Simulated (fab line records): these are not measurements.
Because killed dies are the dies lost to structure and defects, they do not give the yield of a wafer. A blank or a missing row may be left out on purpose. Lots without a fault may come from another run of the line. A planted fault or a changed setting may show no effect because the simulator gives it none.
fab line records | flow n5-finfet | part 1 of 2: steps 1 to 8 of 9
record: lots: 14 wafers: 42 last-day: 20
route steps=1938 shown FIN_SAQP@130 STI_FIN_REVEAL@207 BEOL_M4@1111
lots with no fault: from the same line, run without faults
start-h: the number of hours between the record's first day and the start of the first shown wafer of the lot | wait-h: time in hours since the lot's previous step | " identical to the entry in the row above | L1.1+2: one row covering several wafers at once | - either no value or no given start | * or withheld: withheld | < > ~ a bound
route shown NAME@n: a module of which the file shows steps, and the number in the route of the first | usual: average and standard deviation across the fault-free wafers | same: alike in all rows | chamber/n: place in a boat | sites: readings site by site | _std_site: the values' standard deviation | _edge_site: the outer-site mean with the inner-site mean subtracted | radius-mm: for every site, how far away it sits from the centre of the wafer | mask NAME#n: copy n | behind: tool/chamber where the wafer was last shaped | hold: what put the lot on hold/how long, in hours/how the hold closed | device: whichever transistor did not switch (one of n, p or np) | end of line: tests run on the same wafers once the route is complete | a step without rows: its recipe alone | killed: not the wafer's yield, but the dies lost to structure and defects at the first sort | map: a wafer's dies, x killed, . not, _ none there
set.NAME: the run value of the setting; set.NAME@STEP: its run value at that earlier step | model.NAME: the simulator's own value behind a step, which no gauge read
a sample of lots followed through the steps of the route, with each step as a table and each wafer as a row
services: a tool's chamber out of use, with start hour (start-h, from the record's first day; less than 0 if before it), hours out, and reason
== steps ==
step: N5_FIN_SAQP_ETCH_65
recipe: chemistry: CF4 target: SiO2 target-depth-a: 40 ion-energy-ev: 350 time-s: 4.4 pressure-mtorr: 10 icp-w: 800 bias-w: 400 cf4-flow-sccm: 80
usual: bias-w: 399.8/1.1 drypump-motor-current-A: 5.5/0.4 oes-product-au: 1.009/0.023 throttle-valve-pct: 21.78/0.24
columns lot.wafer tool chamber start-h wait-h bias-w drypump-motor-current-A oes-product-au rf-hours-counter-h throttle-valve-pct
L452.2 rie-si-06 3 30.45 0.1 401.6 5.3 1.003 83 21.82
L452.5 " 2 " " 400.3 5.8 1.025 - 21.53
L452.6 " 1 " " 401.1 5.6 0.979 - 21.96
L453.2 rie-si-02 3 37.34 0.1 399.4 5.4 1.009 95 21.61
L453.3 " 0 " " 398.7 5.6 1.015 7 21.95
L453.4 " 2 " " 399.8 4.7 1.043 115 21.66
L456.2 rie-si-06 1 54.31 0.1 400.9 5.6 0.987 101 21.98
L456.3 " 0 " " 400.3 5.7 0.992 123 21.74
L456.4 " 3 " " 400.9 5.3 0.994 83 21.83
L457.1 rie-si-02 0 59.79 0.1 398.8 5.6 1.017 8 21.94
L457.3 " 2 " " 400.3 4.7 1.052 116 21.66
L457.4 " 1 " " 398.8 5.4 1.007 - 21.38
L458.3 rie-si-06 2 67.71 0.1 401.3 5.8 1.025 46 21.52
L458.5 " 1 " " 399.8 5.6 0.971 - 21.96
L458.6 " 2 " " 400.3 5.8 1.017 - 21.54
L459.1 rie-si-06 2 73.35 0.1 398.9 5.9 1.022 46 21.55
L459.3 " 3 " " 398.9 5.4 0.999 83 21.84
L459.5 " 1 " " 400.3 5.6 0.980 - 21.95
L460.3 rie-si-03 0 78.26 0.1 400.1 5.6 1.041 125 22.00
L460.4 " 3 " " 399.9 6.1 1.005 63 22.10
L460.5 " 1 " " 399.3 6.1 0.967 - 21.80
L461.2 rie-si-06 1 84.97 0.1 400.0 5.6 0.982 102 21.96
L461.5 " 3 " " 399.0 5.4 1.011 - 21.85
L461.6 " 0 " " 399.0 5.7 1.014 - 21.75
L462.1 rie-si-02 3 90.51 0.1 398.8 5.4 0.994 96 21.61
L462.3 " 2 " " 400.0 4.7 1.040 116 21.66
L462.6 " 0 " " 401.5 5.6 1.022 - 21.94
L463.1 rie-si-03 0 97.62 0.1 400.8 5.6 1.048 125 22.01
L463.5 " 2 " " 401.3 5.0 1.008 - 22.21
L463.6 " 1 " " 400.6 6.1 0.968 - 21.79
L464.1 rie-si-02 0 102.87 0.1 398.1 5.6 1.023 9 21.95
L464.2 " 1 " " 400.5 5.4 1.006 32 21.39
L464.5 " 0 " " 399.9 5.6 1.032 - 21.94
L465.1 rie-si-06 2 108.92 0.1 399.1 5.8 1.027 47 21.54
L465.2 " 3 " " 399.4 5.3 1.013 84 21.83
L465.4 " 0 " " 400.7 5.7 1.003 124 21.77
L469.1 rie-si-03 2 132.85 0.1 399.0 5.0 0.999 147 22.19
L469.3 " 1 " " 401.1 6.1 0.959 8 21.79
L469.5 " 3 " " 401.0 6.1 1.029 - 22.11
L473.1 rie-si-02 2 155.84 0.1 400.7 4.7 1.042 117 21.67
L473.5 " 3 " " 399.7 5.4 1.002 - 21.60
L473.6 " 2 " " 401.8 4.7 1.043 - 21.66
step: N5_FIN_SAQP_SPACER2_ALD_28
recipe: material: SiO2 target-thk-a: 81 temp-c: 300 ald-precursor-family: BDEAS ald-co-reactant: O2-plasma pulse-time-s: 1 purge-time-s: 2 co-reactant-purge-time-s: 2 pressure-torr: 2
usual: heater-power-w: 457/51 precursor-pulse-height-rel: 0.999/0.02
columns lot.wafer tool chamber start-h wait-h heater-power-w precursor-pulse-height-rel
L452.2 ald-sin-01 1 31.32 0.1 393 1.008
L452.5 " 1 " " 388 0.986
L452.6 " 0 " " 433 0.982
L453.2 ald-sin-03 2 38.22 0.1 462 0.960
L453.3 " 1 " " 481 0.973
L453.4 " 1 " " 484 0.986
L456.2 ald-sin-02 2 55.18 0.1 385 0.999
L456.3 " 3 " " 442 0.973
L456.4 " 0 " " 450 0.987
L457.1 ald-sin-02 3 60.66 0.1 443 1.013
L457.3 " 1 " " 524 0.964
L457.4 " 2 " " 378 1.020
L458.3 ald-sin-01 0 68.82 0.3 424 1.026
L458.5 " 2 " " 419 1.014
L458.6 " 0 " " 429 0.950
L459.1 ald-sin-03 3 74.35 0.1 518 0.986
L459.3 " 0 " " 438 1.034
L459.5 " 2 " " 461 1.016
L460.3 ald-sin-02 3 79.12 0.1 449 0.989
L460.4 " 0 " " 452 0.991
L460.5 " 2 " " 376 0.993
L461.2 ald-sin-01 2 85.95 0.2 407 0.984
L461.5 " 0 " " 430 1.027
L461.6 " 2 " " 401 0.996
L462.1 ald-sin-03 1 91.38 0.1 472 0.993
L462.3 " 2 " " 467 0.974
L462.6 " 0 " " 454 1.001
L463.1 ald-sin-01 0 99.11 0.7 439 1.001
L463.5 " 3 " " 559 0.986
L463.6 " 0 " " 444 1.019
L464.1 ald-sin-01 2 103.73 0.1 409 1.001
L464.2 " 0 " " 427 1.021
L464.5 " 3 " " 569 1.001
L465.1 ald-sin-02 1 110.15 0.4 500 1.003
L465.2 " 2 " " 376 1.002
L465.4 " 3 " " 449 0.991
L469.1 ald-sin-01 3 133.94 0.1 574 1.030
L469.3 " 1 " " 397 1.037
L469.5 " 0 " " 435 1.013
L473.1 ald-sin-02 2 157.63 0.1 375 1.000
L473.5 " 3 " " 441 1.004
L473.6 " 0 " " 450 0.989
step: N5_FIN_SAQP_MANDREL2_REMOVE_60
recipe: chemistry: HBr/Cl2/O2 bt-time-s: 10 target: a-Si stop-on: SiNx endpoint: OES-SiCl over-etch-frac: 1 icp-w: 600 bias-w: 22 HBr_flow_sccm: 150 Cl2_flow_sccm: 80 O2_flow_sccm: 5 pressure-mtorr: 10
usual: bias-w: 22.00/0.07 drypump-motor-current-A: 5.6/0.35 oes-product-au: 1.002/0.02 throttle-valve-pct: 36.86/0.3
same: over-etch-frac: 1
columns lot.wafer tool chamber start-h wait-h bias-w drypump-motor-current-A oes-product-au rf-hours-counter-h throttle-valve-pct
L452.2 rie-si-06 3 31.73 0.1 22.04 5.4 0.996 83 36.72
L452.5 " 2 " " 22.00 5.8 1.015 - 36.88
L452.6 " 3 " " 22.06 5.4 0.998 - 36.72
L453.2 rie-si-03 1 38.63 0.1 21.97 6.1 0.965 6 36.82
L453.3 " 2 " " 22.18 5.0 1.009 145 37.36
L453.4 " 0 " " 22.01 5.5 1.032 124 36.82
L456.2 rie-si-06 2 55.59 0.1 21.98 5.8 1.010 46 36.89
L456.3 " 3 " " 22.04 5.4 0.999 83 36.72
L456.4 " 0 " " 22.05 5.7 0.981 123 37.20
L457.1 rie-si-02 0 61.07 0.1 22.01 5.6 1.016 8 36.85
L457.3 " 2 " " 21.87 4.7 1.024 116 36.49
L457.4 " 1 " " 22.00 5.4 1.003 - 35.98
L458.3 rie-si-03 3 69.23 0.1 22.06 6.1 1.033 63 37.13
L458.5 " 2 " " 22.07 5.0 1.008 - 37.36
L458.6 " 3 " " 22.03 6.0 1.026 - 37.12
L459.1 rie-si-06 3 74.76 0.1 22.17 5.4 1.004 84 36.73
L459.3 " 2 " " 22.06 5.8 1.013 46 36.89
L459.5 " 2 " " 21.97 5.8 1.005 - 36.86
L460.3 rie-si-03 0 79.63 0.1 22.02 5.5 1.037 125 36.81
L460.4 " 1 " " 21.99 6.1 0.965 7 36.82
L460.5 " 3 " " 22.00 6.1 1.038 - 37.12
L461.2 rie-si-06 2 86.45 0.1 21.85 5.8 1.000 46 36.89
L461.5 " 0 " " 22.00 5.7 0.988 - 37.21
L461.6 " 3 " " 22.03 5.4 0.988 - 36.72
L462.1 rie-si-03 2 91.79 0.1 22.00 5.0 0.993 146 37.34
L462.3 " 0 " " 21.98 5.6 1.051 125 36.82
L462.6 " 3 " " 21.95 6.1 1.034 - 37.12
L463.1 rie-si-02 3 99.81 0.1 21.94 5.4 0.990 96 36.40
L463.5 " 0 " " 21.90 5.6 1.012 - 36.85
L463.6 " 1 " " 21.96 5.4 0.992 - 36.00
L464.1 rie-si-03 3 104.15 0.1 22.08 6.0 1.032 63 37.13
L464.2 " 1 " " 22.05 6.1 0.965 7 36.82
L464.5 " 2 " " 22.00 5.0 1.002 - 37.34
L465.1 rie-si-02 1 110.56 0.1 22.10 5.4 1.001 33 36.00
L465.2 " 2 " " 22.03 4.7 1.024 117 36.48
L465.4 " 0 " " 21.91 5.6 1.013 9 36.87
L469.1 rie-si-06 1 134.36 0.1 21.95 5.6 0.981 103 36.76
L469.3 " 3 " " 22.05 5.4 0.998 85 36.72
L469.5 " 2 " " 21.94 5.8 0.998 - 36.87
L473.1 rie-si-06 2 158.04 0.1 22.15 5.8 1.015 48 36.89
L473.5 " 1 " " 21.94 5.6 0.997 - 36.75
L473.6 " 0 " " 21.87 5.7 0.996 - 37.22
step: N5_FIN_SAQP_CD_MEAS_31
recipe: target-cd-nm: 8 landing-energy-ev: 1000 detector: se-inlens polarity: line
usual: cd-nm: 8.06/0.23
columns lot.wafer tool chamber start-h wait-h cd-nm
L452.2 cd-sem-01 0 31.84 0.1 8.04
L452.5 " 0 " " 8.14
L452.6 " 0 " " 8.42
L453.2 cd-sem-03 0 38.74 0.1 7.96
L453.3 " 0 " " 8.51
L453.4 " 0 " " 7.78
L456.2 cd-sem-03 0 55.70 0.1 8.36
L456.3 " 0 " " 7.66
L456.4 " 0 " " 8.08
L457.1 cd-sem-01 0 61.18 0.1 7.94
L457.3 " 0 " " 8.19
L457.4 " 0 " " 7.54
L458.3 cd-sem-01 0 69.35 0.1 8.06
L458.5 " 0 " " 8.27
L458.6 " 0 " " 8.24
L459.1 cd-sem-01 0 74.87 0.1 7.98
L459.3 " 0 " " 7.86
L459.5 " 0 " " 8.02
L460.3 cd-sem-03 0 79.75 0.1 8.04
L460.4 " 0 " " 8.13
L460.5 " 0 " " 7.92
L461.2 cd-sem-03 0 86.56 0.1 8.19
L461.5 " 0 " " 8.43
L461.6 " 0 " " 7.76
L462.1 cd-sem-02 0 91.90 0.1 8.12
L462.3 " 0 " " 8.42
L462.6 " 0 " " 7.81
L463.1 cd-sem-03 0 99.92 0.1 8.20
L463.5 " 0 " " 8.18
L463.6 " 0 " " 8.25
L464.1 cd-sem-02 0 104.26 0.1 8.00
L464.2 " 0 " " 7.97
L464.5 " 0 " " 5.77
L465.1 cd-sem-01 0 110.68 0.1 8.09
L465.2 " 0 " " 8.22
L465.4 " 0 " " 8.38
L469.1 cd-sem-03 0 134.47 0.1 6.25
L469.3 " 0 " " 8.25
L469.5 " 0 " " 7.78
L473.1 cd-sem-02 0 158.16 0.1 8.13
L473.5 " 0 " " 7.99
L473.6 " 0 " " 8.29
step: N5_FIN_SAQP_HM_CD_35
recipe: target-cd-nm: 8 polarity: line
usual: cd-nm: 8.11/0.25
columns lot.wafer tool chamber start-h wait-h cd-nm
L452.2 cd-sem-01 - 32.11 0.1 7.77
L452.5 " - " " 8.31
L452.6 " - " " 7.76
L453.2 cd-sem-02 - 39.26 0.1 7.51
L453.3 " - " " 8.32
L453.4 " - " " 7.66
L456.2 cd-sem-01 - 55.97 0.1 7.94
L456.3 " - " " 8.24
L456.4 " - " " 8.06
L457.1 cd-sem-01 - 61.53 0.1 8.12
L457.3 " - " " 8.16
L457.4 " - " " 8.13
L458.3 cd-sem-03 - 69.61 0.1 7.75
L458.5 " - " " 7.94
L458.6 " - " " 8.16
L459.1 cd-sem-01 - 75.13 0.1 8.23
L459.3 " - " " 8.23
L459.5 " - " " 8.06
L460.3 cd-sem-02 - 80.01 0.1 8.05
L460.4 " - " " 8.15
L460.5 " - " " 8.18
L461.2 cd-sem-01 - 86.82 0.1 8.16
L461.5 " - " " 8.18
L461.6 " - " " 8.10
L462.1 cd-sem-02 - 92.18 0.1 7.96
L462.3 " - " " 7.87
L462.6 " - " " 7.78
L463.1 cd-sem-01 - 100.26 0.1 8.02
L463.5 " - " " 8.19
L463.6 " - " " 8.50
L464.1 cd-sem-03 - 104.52 0.1 7.97
L464.2 " - " " 7.93
L464.5 " - " " 6.22
L465.1 cd-sem-01 - 110.95 0.1 8.41
L465.2 " - " " 8.37
L465.4 " - " " 8.23
L469.1 cd-sem-02 - 134.73 0.1 6.29
L469.3 " - " " 7.98
L469.5 " - " " 8.05
L473.1 cd-sem-01 - 158.42 0.1 8.24
L473.5 " - " " 8.25
L473.6 " - " " 8.39
step: N5_FIN_SAQP_FIN_ETCH_36
recipe: chemistry: HBr/Cl2/O2 target-depth-a: 1200 mask-material: SiNx time-s: 50.4 bias-w: 102 pressure-mtorr: 10 icp-w: 800 HBr_flow_sccm: 150 Cl2_flow_sccm: 80 O2_flow_sccm: 12
usual: bias-w: 102.01/0.28 drypump-motor-current-A: 5.5/0.38 oes-product-au: 1.005/0.021 throttle-valve-pct: 36.0/0.38
columns lot.wafer tool chamber start-h wait-h bias-w drypump-motor-current-A oes-product-au rf-hours-counter-h throttle-valve-pct
L452.2 rie-si-03 3 32.17 0.0 102.18 6.1 1.029 62 36.4
L452.5 " 0 " " 101.60 5.6 1.042 - 36.1
L452.6 " 3 " " 101.78 6.1 1.032 - 36.5
L453.2 rie-si-02 3 39.32 0.0 101.94 5.5 0.988 96 35.7
L453.3 " 1 " " 101.97 5.4 1.006 31 35.3
L453.4 " 2 " " 102.18 4.7 1.037 115 35.8
L456.2 rie-si-03 1 56.03 0.0 102.07 6.1 0.964 7 36.1
L456.3 " 0 " " 101.98 5.5 1.049 124 36.1
L456.4 " 2 " " 101.97 5.0 1.012 146 36.7
L457.1 rie-si-06 2 61.59 0.0 102.00 5.8 1.013 46 36.2
L457.3 " 1 " " 101.67 5.6 0.986 101 36.1
L457.4 " 3 " " 102.03 5.4 0.993 83 36.0
L458.3 rie-si-02 3 69.68 0.0 101.78 5.4 0.982 96 35.7
L458.5 " 0 " " 102.14 5.6 1.005 - 36.2
L458.6 " 1 " " 102.05 5.4 1.007 - 35.3
L459.1 rie-si-02 0 75.20 0.0 101.97 5.6 1.025 8 36.1
L459.3 " 2 " " 101.88 4.7 1.039 116 35.8
L459.5 " 3 " " 101.94 5.4 0.992 - 35.7
L460.3 rie-si-06 0 80.07 0.0 102.12 5.7 0.986 124 36.5
L460.4 " 3 " " 101.62 5.3 0.997 84 36.0
L460.5 " 3 " " 102.30 5.4 1.006 - 36.0
L461.2 rie-si-03 3 86.89 0.0 101.88 6.1 1.028 63 36.5
L461.5 " 3 " " 101.85 6.1 1.018 - 36.5
L461.6 " 0 " " 102.29 5.6 1.044 - 36.1
L462.1 rie-si-06 0 92.25 0.0 101.79 5.7 0.997 124 36.5
L462.3 " 2 " " 102.33 5.8 1.028 46 36.2
L462.6 " 3 " " 101.82 5.4 1.017 - 36.0
L463.1 rie-si-06 1 100.33 0.0 101.67 5.6 0.975 102 36.1
L463.5 " 2 " " 102.12 5.8 1.018 - 36.2
L463.6 " 3 " " 102.05 5.4 0.990 - 36.0
L464.1 rie-si-06 3 104.59 0.0 101.75 5.4 1.001 84 36.0
L464.2 " 2 " " 102.18 5.8 1.010 47 36.2
L464.5 " 0 " " 102.19 5.7 0.985 - 36.5
L465.1 rie-si-06 2 111.02 0.0 101.85 5.9 0.998 47 36.2
L465.2 " 3 " " 101.73 5.4 1.004 84 36.0
L465.4 " 0 " " 101.98 5.7 0.981 124 36.5
L469.1 rie-si-02 1 134.80 0.0 101.78 5.4 0.993 33 35.3
L469.3 " 2 " " 101.87 4.7 1.034 117 35.8
L469.5 " 2 " " 101.89 4.7 1.026 - 35.8
L473.1 rie-si-02 0 158.49 0.0 101.78 5.6 1.012 10 36.2
L473.5 " 0 " " 101.78 5.6 0.993 - 36.2
L473.6 " 1 " " 101.76 5.4 1.000 - 35.3
step: N5_FIN_SAQP_CD_MEAS_37
recipe: target-cd-nm: 8 polarity: line
usual: cd-nm: 8.09/0.24
columns lot.wafer tool chamber start-h wait-h cd-nm
L452.2 cd-sem-02 - 32.30 0.1 7.95
L452.5 " - " " 8.28
L452.6 " - " " 8.29
L453.2 cd-sem-03 - 39.44 0.1 8.41
L453.3 " - " " 8.17
L453.4 " - " " 8.03
L456.2 cd-sem-02 - 56.16 0.1 7.80
L456.3 " - " " 7.67
L456.4 " - " " 8.42
L457.1 cd-sem-03 - 61.71 0.1 7.98
L457.3 " - " " 7.98
L457.4 " - " " 8.31
L458.3 cd-sem-03 - 69.80 0.1 7.91
L458.5 " - " " 7.95
L458.6 " - " " 7.86
L459.1 cd-sem-02 - 75.32 0.1 7.89
L459.3 " - " " 7.71
L459.5 " - " " 7.76
L460.3 cd-sem-01 - 80.20 0.1 8.01
L460.4 " - " " 8.00
L460.5 " - " " 7.81
L461.2 cd-sem-02 - 87.01 0.1 8.06
L461.5 " - " " 8.33
L461.6 " - " " 8.40
L462.1 cd-sem-03 - 92.37 0.1 8.23
L462.3 " - " " 7.96
L462.6 " - " " 8.03
L463.1 cd-sem-02 - 100.45 0.1 8.25
L463.5 " - " " 7.87
L463.6 " - " " 8.36
L464.1 cd-sem-01 - 104.71 0.1 8.07
L464.2 " - " " 8.06
L464.5 " - " " 5.95
L465.1 cd-sem-02 - 111.14 0.1 8.22
L465.2 " - " " 7.96
L465.4 " - " " 7.95
L469.1 cd-sem-02 - 134.92 0.1 5.79
L469.3 " - " " 8.23
L469.5 " - " " 7.83
L473.1 cd-sem-03 - 158.61 0.1 7.90
L473.5 " - " " 8.11
L473.6 " - " " 8.47
step: N5_STI_FIN_REVEAL_CD_MEAS_22
recipe: target-cd-nm: 6.238 pitch-nm: 28 polarity: line
usual: cd-nm: 6.27/0.27
columns lot.wafer tool chamber start-h wait-h cd-nm
L452.2 cd-sem-01 - 44.59 0.0 6.19
L452.5 " - " " 6.13
L452.6 " - " " 5.88
L453.2 cd-sem-01 - 50.43 0.0 5.89
L453.3 " - " " 6.44
L453.4 " - " " 6.23
L456.2 cd-sem-03 - 66.97 0.0 6.22
L456.3 " - " " 6.08
L456.4 " - " " 6.34
L457.1 cd-sem-03 - 72.31 0.0 5.68
L457.3 " - " " 6.52
L457.4 " - " " 6.30
L458.3 cd-sem-02 - 80.81 0.0 6.21
L458.5 " - " " 6.17
L458.6 " - " " 5.94
L459.1 cd-sem-03 - 85.77 0.0 6.31
L459.3 " - " " 6.33
L459.5 " - " " 6.22
L460.3 cd-sem-02 - 90.98 0.0 6.33
L460.4 " - " " 6.01
L460.5 " - " " 6.32
L461.2 cd-sem-02 - 97.98 0.0 6.32
L461.5 " - " " 7.11
L461.6 " - " " 6.76
L462.1 cd-sem-01 - 104.08 0.0 6.59
L462.3 " - " " 6.21
L462.6 " - " " 6.29
L463.1 cd-sem-02 - 110.97 0.0 6.37
L463.5 " - " " 6.20
L463.6 " - " " 6.73
L464.1 cd-sem-01 - 115.12 0.0 6.20
L464.2 " - " " 5.96
L464.5 " - " " 4.42
L465.1 cd-sem-03 - 122.35 0.0 6.09
L465.2 " - " " 6.02
L465.4 " - " " 6.15
L469.1 cd-sem-03 - 145.21 0.0 4.41
L469.3 " - " " 6.22
L469.5 " - " " 6.15
L473.1 cd-sem-02 - 168.93 0.0 6.10
L473.5 " - " " 6.28
L473.6 " - " " 6.39
== key ==
first-sign: step: N5_FIN_SAQP_CD_MEAS_31 reading: cd-nm direction: down sigmas: 8.8 usual: 8.06 struck: 6.01
effect: step: N5_FIN_SAQP_HM_CD_35 reading: cd-nm direction: down sigmas: 7.6 usual: 8.11 struck: 6.26
effect: step: N5_FIN_SAQP_CD_MEAS_37 reading: cd-nm direction: down sigmas: 9.4 usual: 8.09 struck: 5.87
effect: step: N5_STI_FIN_REVEAL_CD_MEAS_22 reading: cd-nm direction: down sigmas: 6.9 usual: 6.27 struck: 4.42
effect: step: N5_BEOL_M4_RC_MEAS_101 reading: VT_N direction: up sigmas: 9.5 usual: 250 struck: 279
effect: step: N5_BEOL_M4_RC_MEAS_101 reading: VT_N_LVT direction: up sigmas: 9.3 usual: 98 struck: 127
effect: step: N5_BEOL_M4_RC_MEAS_101 reading: ION_N direction: down sigmas: 9.3 usual: 675 struck: 569
effect: step: N5_BEOL_M4_RC_MEAS_101 reading: DIBL_P direction: down sigmas: 7.5 usual: 36.5 struck: 20.7
effect: step: N5_BEOL_M4_RC_MEAS_101 reading: ION_P direction: down sigmas: 7.2 usual: 465 struck: 414
effect: step: N5_BEOL_M4_RC_MEAS_101 reading: DIBL_N direction: down sigmas: 6.7 usual: 36.3 struck: 24.8
effect: step: N5_BEOL_M4_RC_MEAS_101 reading: VT_P_LVT direction: down sigmas: 6 usual: -97.7 struck: -113.9
effect: step: N5_BEOL_M4_RC_MEAS_101 reading: SS_P direction: down sigmas: 5.7 usual: 73.3 struck: 69.6
effect: step: N5_BEOL_M4_RC_MEAS_101 reading: IOFF_P_LIN direction: down sigmas: 5.1 usual: 0.104 struck: 0.043
effect: step: N5_BEOL_M4_RC_MEAS_101 reading: IOFF_N_LIN direction: down sigmas: 5.1 usual: 0.074 struck: 0.017
effect: step: N5_BEOL_M4_RC_MEAS_101 reading: IOFF_N_85C direction: down sigmas: 4.9 usual: 3.2 struck: 0.7
effect: step: N5_BEOL_M4_RC_MEAS_101 reading: IOFF_P_85C direction: down sigmas: 4.8 usual: 3.8 struck: 1.4
met-at N5_FIN_SAQP_SPACER2_ALD_28
struck-lots L464,L469
struck-wafers L464.5,L469.1
sort-left-out L464.5,L469.1
not-acting-at N5_FIN_SAQP_ETCH_65,N5_FIN_SAQP_MANDREL2_REMOVE_60,N5_FIN_SAQP_FIN_ETCH_36
onset-between 99.11 103.73
fault: kind: process-parameter-drift tool: ald-sin-01 chamber: 3 onset-h: 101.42 steps: N5_FIN_SAQP_SPACER2_ALD_28 channel: target-thk-a offset: * shape: step end-h: 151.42 acts-in: * stated: *
sort-left-out: the simulated sort isn't trusted on such a fault, so these wafers' sort isn't shown, and their yield isn't known
